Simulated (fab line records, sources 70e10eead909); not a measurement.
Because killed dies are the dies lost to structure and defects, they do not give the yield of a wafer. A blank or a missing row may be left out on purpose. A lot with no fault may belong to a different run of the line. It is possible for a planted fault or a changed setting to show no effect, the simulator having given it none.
A lot that was struck, set against a sound lot    flow nand harc    14 steps out of a route of 1302
Sound: the wafers L117.1, L117.2, L117.4. The struck wafers were L126.2, L126.3, L126.6. The cause is given at the end.
Order at every step that has rows: each side's tool, ch and its chambers, its first start. Under that, the readings that differ: sound wafers    struck wafers    difference of the means    sigmas: that difference in standard deviations of wafers without a fault.
alike: readings with means less than 2 such deviations apart, plus words and numbers identical on both sides. not compared: withheld readings, readings lacking a value on some wafer, bounds such as >300 that could conceal the same value, and numbers that have no deviation in the record and whose values overlap.
The two part at a step that has a row with sigmas, a row that says differs or no value, or rows on one side only. Non-overlapping numbers with no deviation appear without sigmas and do not part them. A reading that every wafer of one side lacks parts them only if that side has two wafers or more.

NHARC_A_ONON_D1_THK_MEAS_30: measures by ellipsometry.
  struck on film metro-01, day 14 04:59; sound on film metro-01, day 10 03:46
  alike: thk nm
NHARC_A_ONON_D1_DEP_33: deposits SiO2, target thk 200 nm.
  sound on pecvd-04 ch 0,1,2, day 10 03:52; struck on pecvd-04 ch 0,2, day 14 05:02
  alike: heater power w, throttle valve pct
NHARC_A_ONON_D1_THK_MEAS_34: measures by ellipsometry.
  struck on film metro-02, day 14 05:27; sound on film metro-01, day 10 04:14
  alike: thk nm
NHARC_A_ONON_D1_INSPECT_32:
  struck on defect inspect-01, day 14 05:31; sound on defect inspect-01, day 10 04:20
  alike: raw defect count
NHARC_A_CHANNEL_HOLE_D1_DEP_00: deposits aC, target thk 3100 nm.
  sound on acl dep-02 ch 0, day 10 04:53; struck on acl dep-02 ch 0, day 14 07:29
  alike: throttle valve pct
NHARC_A_CHANNEL_HOLE_D1_DEP_01: deposits SiON, target thk 140 nm.
  sound on pecvd-02 ch 0,1,2, day 10 06:52; struck on pecvd-03 ch 1,2, day 14 09:06
  alike: heater power w
then, 5 steps without rows for these wafers: NHARC_A_CHANNEL_HOLE_D1_DEHYDRATE_02 (time 120 s); NHARC_A_CHANNEL_HOLE_D1_HMDS_03 (time 30 s); NHARC_A_CHANNEL_HOLE_D1_COAT_36 (time 75 s); NHARC_A_CHANNEL_HOLE_D1_COAT_37 (time 65 s); NHARC_A_CHANNEL_HOLE_D1_COAT_04 (resist thk 90 nm).
NHARC_A_CHANNEL_HOLE_D1_SOFTBAKE_05: time 55 s.
  sound on litho track-06 ch 0, day 10 07:00; struck on litho track-04 ch 0, day 14 09:00
reading                   sound                 struck                difference  sigmas
heater power total W (W)  188.70 188.30 188.34  185.19 185.14 185.10  -3.30       -24
  alike: plate temp C
then, 2 steps without rows for these wafers: NHARC_A_CHANNEL_HOLE_D1_EBR_06; NHARC_END_SORT_01.

## WHERE THEY PART
NHARC_A_CHANNEL_HOLE_D1_SOFTBAKE_05 only, going by this record.

WHY: what the simulator had put in
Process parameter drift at NHARC_A_CHANNEL_HOLE_D1_SOFTBAKE_05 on litho track-04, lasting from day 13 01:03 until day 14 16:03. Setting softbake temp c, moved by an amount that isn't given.
